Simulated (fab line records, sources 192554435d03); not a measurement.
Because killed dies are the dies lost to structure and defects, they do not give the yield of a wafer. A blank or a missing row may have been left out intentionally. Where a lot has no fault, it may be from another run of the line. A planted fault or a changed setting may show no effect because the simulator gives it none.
fab line records	flow n5Finfet
[record] lots = 4	wafers = 12	lastDay = 16
route steps=1938 shown SD_EPI_P@319 SD_ACTIVATION@330 ILD0@335 SDB@347 BEOL_M4@1111
lots with no fault: from the same line, run without faults
startH: start of the lot's first displayed wafer, in hours after the record's first day	waitH: hours from the lot's prior step to this one	" as in the row above	L1.1+2: several wafers, shown together as one row	- either no value or no given start	* or withheld: withheld	< > ~ a bound
route shown NAME@n: a module of which the file shows steps, and the number in the route of the first	usual: the fault-free wafers' mean and standard deviation	same: alike in all rows	chamber/n: place in a boat	sites: the reading at each site	_std_site: the standard deviation of these	_edge_site: the outer-site mean with the inner-site mean subtracted	radiusMm: for every site, how far away it sits from the centre of the wafer	mask NAME#n: copy n	behind: the most recent tool/chamber to have shaped the wafer	hold: why the lot was held/for how many hours/how that ended	device: the n, p or np transistor that did not switch	end of line: the route-end tests of the same wafers	where a step has no rows: the recipe by itself	killed: count of dies lost to structure and defects at first sort (not the wafer's yield)	map: dies across one wafer; x = killed, . = not, _ = none there
set.NAME: the setting as run; set.NAME@STEP: as run at that earlier step	model.NAME: the simulator's own value behind a step, which no gauge read
lots at some steps of the route; a table a step, a row a wafer
services: from which hour (startH, from the record's first day; less than 0 if before it) a tool's chamber was out of use, for how many hours, and why
[[steps]]
[step N5_SD_EPI_P_PRECLEAN_51]
[recipe] chemistry = NF3:NH3	afsCycles = 1	tempC = 30	timeS = 20	sublimationTempC = 180	sublimationTimeS = 60	pressureTorr = 3	rfPowerW = 30
[step N5_SD_EPI_P_VAPOR_ETCH_44]
[recipe] chemistry = NF3/Ar	target = SiGe30	tempC = 25	timeS = 3.3	mode = isotropic
[step N5_SD_EPI_P_EPI_21]
[recipe] material = SiGe:B	dopant = B	tempC = 550	pressureTorr = 20	ambient = H2	timeS = 355
[step N5_SD_EPI_P_HM_STRIP_48]
[recipe] chemistry = H3PO4	tempC = 160	material = SiNx	target = SiNx	targetDepthA = 30	overetchFraction = 0.3
[step N5_SD_EPI_P_SRD_49]
[recipe] dry = ipaMarangoni	timeS = 30	tempC = 23	rinseLiquid = diw
[step N5_SD_EPI_P_PRECLEAN_24]
[recipe] chemistry = O3/DIW	timeS = 45	tempC = 22	o3Ppm = 10
[step N5_SD_EPI_P_PRECLEAN_32]
[recipe] chemistry = dHF	timeS = 10	dilution = 500:1	tempC = 25
[step N5_SD_EPI_P_PRECLEAN_33]
[recipe] chemistry = SC2	timeS = 45	tempC = 35	mix = 1:1:50
[step N5_SD_EPI_P_SRD_25]
[recipe] timeS = 30	tempC = 23	rinseLiquid = diw	dry = ipaMarangoni
[step N5_SD_ACTIVATION_RTA_00]
[recipe] tempC = 975	timeS = 0	ambient = N2	idleTempC = 600	rampUpCPerS = 150	rampDownCPerS = 60	coolToC = 600
[step N5_SD_ACTIVATION_LSA_01]
[recipe] tempC = 1080	timeS = 0.0008	ambient = N2
[usual] wafer_temp_C_max = 1086.3/2.7
lot.wafer	tool	chamber	startH	waitH	wafer_temp_C_max
L650.2	laserAnneal-01	0	96.92	0.2	1089.6
L650.3	"	0	"	"	1087.9
L650.6	"	0	"	"	1088.8
L658.1	laserAnneal-01	0	141.67	0.2	1124.2
L658.3	"	0	"	"	1119.7
L658.5	"	0	"	"	1121.0
L660.3	laserAnneal-01	0	159.64	0.2	1122.9
L660.4	"	0	"	"	1125.7
L660.5	"	0	"	"	1123.1
L661.2	laserAnneal-02	0	162.34	0.2	1084.1
L661.3	"	0	"	"	1084.4
L661.5	"	0	"	"	1084.4
[step N5_SD_ACTIVATION_RS_MEAS_03]
[recipe] thkMeasGauge = four-point-probe
[usual] RS_SD_N = 21.9/0.3	RS_SD_P = 56.1/0.82
lot.wafer	tool	chamber	startH	waitH	RS_SD_N[ohm/sq]	RS_SD_P[ohm/sq]
L650.2	filmMetro-01	-	97.12	0.2	22.1	55.0
L650.3	"	-	"	"	21.7	54.9
L650.6	"	-	"	"	21.8	54.9
L658.1	filmMetro-02	-	141.88	0.2	18.9	56.9
L658.3	"	-	"	"	18.5	56.4
L658.5	"	-	"	"	18.6	57.2
L660.3	filmMetro-02	-	159.82	0.2	18.2	56.0
L660.4	"	-	"	"	18.2	57.1
L660.5	"	-	"	"	18.3	56.5
L661.2	filmMetro-01	-	162.53	0.2	21.8	56.6
L661.3	"	-	"	"	22.4	57.2
L661.5	"	-	"	"	21.9	56.6
[step N5_ILD0_LINER_00]
[recipe] material = SiNx	targetThkA = 40	tempC = 400	aldPrecursorFamily = SiH2I2	aldCoReactant = N2/H2-plasma	pulseTimeS = 1	purgeTimeS = 2	coReactantPurgeTimeS = 2	aldCycles = 80	pressureTorr = 2
[step N5_ILD0_FCVD_FILL_01]
[recipe] material = SiO2_flowable	targetThkA = 2000	tempC = 100	pressureTorr = 0.8	rfW = 2000	timeS = 328.3
[step N5_ILD0_CURE_02]
[recipe] tempC = 450	timeS = 1800	ambient = steam	idleTempC = 400	rampUpCPerMin = 5	rampDownCPerMin = 3	densificationPH2oTorr = 640
[step N5_ILD0_CMP_03]
[recipe] stopOn = SiNx	tOverpolishS = 1.9	postCmpClean = alkalineBrush	downForcePsi = 4.1491	platenRpm = 51.796	padVelocityMS = 1.0306	targetThkNm = 197.38
[step N5_ILD0_CMP_07]
[recipe] stopOn = poly-Si	material = SiO2_flowable	tOverpolishS = 1.18	postCmpClean = alkalineBrush	downForcePsi = 4.1491	platenRpm = 51.796	padVelocityMS = 1.0306	targetThkNm = 138.88
[step N5_ILD0_PRECLEAN_10]
[recipe] chemistry = NF3:NH3	afsCycles = 5	timeS = 20	tempC = 30	sublimationTempC = 180	sublimationTimeS = 60	pressureTorr = 3	rfPowerW = 30
[step N5_ILD0_ALD_15]
[recipe] material = SiNx	targetThkA = 240	tempC = 400	aldPrecursorFamily = SiH2I2	aldCoReactant = N2/H2-plasma	pulseTimeS = 1	aldCycles = 480	purgeTimeS = 2	coReactantPurgeTimeS = 2	pressureTorr = 2
[step N5_ILD0_CMP_12]
[recipe] stopOn = poly-Si	material = SiNx	tOverpolishS = 6	postCmpClean = alkalineBrush	downForcePsi = 2.5	platenRpm = 51.8	padVelocityMS = 1.0307	targetThkNm = 17.67
[step N5_SDB_HM_DEP_00]
[recipe] material = SiNx	targetThkA = 400	tempC = 400	precursor = SiH4/NH3/N2	pressureTorr = 1.5	rfW = 300	timeS = 35.3
[step N5_SDB_COAT_03]
[recipe] resist = SOC	tempC = 250	timeS = 60	spinRpm = 1500	resistThkNm = 100
[step N5_SDB_COAT_04]
[recipe] resist = SiARC	tempC = 220	timeS = 60	spinRpm = 1500	resistThkNm = 18
[step N5_SDB_COAT_05]
[recipe] resist = CAR-ArF	spinRpm = 1500	resistThkNm = 90
[step N5_SDB_EBR_07]
[recipe] solvent = PGMEA	ebrWidthMm = 1.5
[step N5_SDB_SOFTBAKE_06]
[recipe] tempC = 110	timeS = 60	resist = CAR-ArF
[step N5_SDB_EXPOSE_08]
[recipe] maskId = SDB	na = 1.35	sourceShape = conventional	sigmaOuter = 0.5	polarization = unpolarized	doseMj = 49.6
[step N5_SDB_PEB_09]
[recipe] pebTempC = withheld	pebTimeS = 60	resist = CAR-ArF
[step N5_SDB_DEVELOP_10]
[recipe] developTimeS = 30	developer = TMAH	resist = CAR-ArF	rinseLiquid = diw	dry = airSpin	devTempC = 23
[step N5_SDB_DESCUM_16]
[recipe] chemistry = O2	timeS = 7.9	sourcePowerW = 50	biasPowerW = 20	pressureMtorr = 20	rfFrequencyHz = 2.712e+07	tempC = 40	resist = CAR-ArF	o2FlowSccm = 225
[step N5_SDB_ETCH_17]
[recipe] chemistry = CF4	target = SiARC	targetDepthA = 234	maskMaterial = CAR-ArF	timeS = 39	ionEnergyEv = 80	pressureMtorr = 40	sourceW = 545	biasW = 36	Ar_flow_sccm = 100	cf4FlowSccm = 100	ends = cleared
[step N5_BEOL_M4_RC_MEAS_101]
[usual] DIBL_N = 36.5/1.4	DIBL_P = 36.5/1.6	IOFF_N = 0.163/0.022	IOFF_P = 0.219/0.029	IOFF_P_LONG = 0.000105/9.1e-06	ION_N = 675/8.3	ION_P = 464/6.2	RC_DENSE_N = 19.0/0.33	RC_N = 15.45/0.25	REXT_N = 74.7/1.6	RS_SD_N = 28.4/0.38	SS_N = 71.5/0.52	SS_P = 73.4/0.57	VT_N = 249.7/2.6	VT_P = -250/3
lot.wafer	tool	chamber	startH	waitH	DIBL_N[mV/V]	DIBL_P[mV/V]	IOFF_N[nA/um]	IOFF_P[nA/um]	IOFF_P_LONG[nA/um]	ION_N[uA/um]	ION_P[uA/um]	RC_DENSE_N[ohm.um]	RC_N[ohm.um]	REXT_N[ohm.um]	RS_SD_N[ohm/sq]	SS_N[mV/dec]	SS_P[mV/dec]	VT_N[mV]	VT_P[mV]
L650.2	prober-02	0	208.40	0.2	33.6	32.9	0.129	0.164	0.000107	674	461	19.0	15.45	73.4	28.7	71.3	72.1	252.2	-253
L650.3	"	0	"	"	34.6	35.0	0.140	0.184	0.000105	663	457	18.6	15.30	74.3	28.3	71.3	72.3	251.6	-253
L650.6	"	0	"	"	35.3	35.7	0.152	0.193	0.000105	676	463	19.1	15.44	74.4	28.4	70.9	72.8	247.7	-252
L658.1	prober-02	0	258.55	0.0	36.2	38.0	0.162	0.238	0.000221	679	457	15.6	12.80	68.2	25.0	71.9	74.1	252.0	-247
L658.3	"	0	"	"	37.6	39.8	0.194	0.261	0.00022	681	456	16.0	13.16	67.7	24.5	72.4	74.1	247.8	-248
L658.5	"	0	"	"	36.9	38.9	0.170	0.244	0.000211	681	459	16.4	13.30	68.7	24.5	72.1	74.3	249.4	-248
L660.3	prober-02	0	262.51	0.3	34.4	34.2	0.123	0.175	0.000219	681	447	15.6	12.90	68.7	24.4	70.4	73.1	253.8	-254
L660.4	"	0	"	"	37.0	37.8	0.162	0.221	0.000232	671	450	16.4	13.26	69.7	24.4	71.3	73.7	251.2	-250
L660.5	"	0	"	"	36.5	37.1	0.159	0.209	0.000225	684	453	15.5	12.70	67.8	24.2	71.4	73.4	248.3	-249
L661.2	prober-02	0	272.07	0.2	37.1	37.8	0.176	0.255	0.000121	689	472	18.6	15.31	76.0	28.6	71.9	74.0	248.2	-246
L661.3	"	0	"	"	36.8	37.0	0.186	0.239	0.000115	685	466	18.8	15.34	76.4	29.2	71.5	73.9	244.8	-247
L661.5	"	0	"	"	37.0	37.2	0.177	0.246	0.000119	686	472	18.8	15.20	75.1	28.5	72.0	73.8	248.6	-246
[[services]]
tool	chamber	startH	hours	kind
laserAnneal-02	-	134.59	3.0	pm
[[key]]
[firstSign] step = N5_SD_ACTIVATION_LSA_01	reading = wafer_temp_C_max	direction = up	sigmas = 14	usual = *	struck = *
[effect] step = N5_SD_ACTIVATION_RS_MEAS_03	reading = RS_SD_N	direction = down	sigmas = 11	usual = 21.9	struck = 18.5
[effect] step = N5_BEOL_M4_RC_MEAS_101	reading = IOFF_P_LONG	direction = up	sigmas = 13	usual = 0.000105	struck = 0.000221
[effect] step = N5_BEOL_M4_RC_MEAS_101	reading = RS_SD_N	direction = down	sigmas = 10	usual = 28.4	struck = 24.5
[effect] step = N5_BEOL_M4_RC_MEAS_101	reading = RC_N	direction = down	sigmas = 9.7	usual = 15.45	struck = 13.02
[effect] step = N5_BEOL_M4_RC_MEAS_101	reading = RC_DENSE_N	direction = down	sigmas = 9	usual = 19.0	struck = 15.9
[effect] step = N5_BEOL_M4_RC_MEAS_101	reading = REXT_N	direction = down	sigmas = 4	usual = 74.7	struck = 68.5
[effect] step = N5_BEOL_M4_RC_MEAS_101	reading = ION_P	direction = down	sigmas = 1.6	usual = 464	struck = 454
metAt N5_SD_ACTIVATION_LSA_01
struckWafers L658.1,L658.3,L658.5,L660.3,L660.4,L660.5
onsetBetween 96.92 141.67
[fault] kind = processParameterDrift	tool = laserAnneal-01	chamber = -	onsetH = 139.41	steps = N5_SD_ACTIVATION_LSA_01	channel = tempC	offset = *	shape = step	endH = 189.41	stated = *
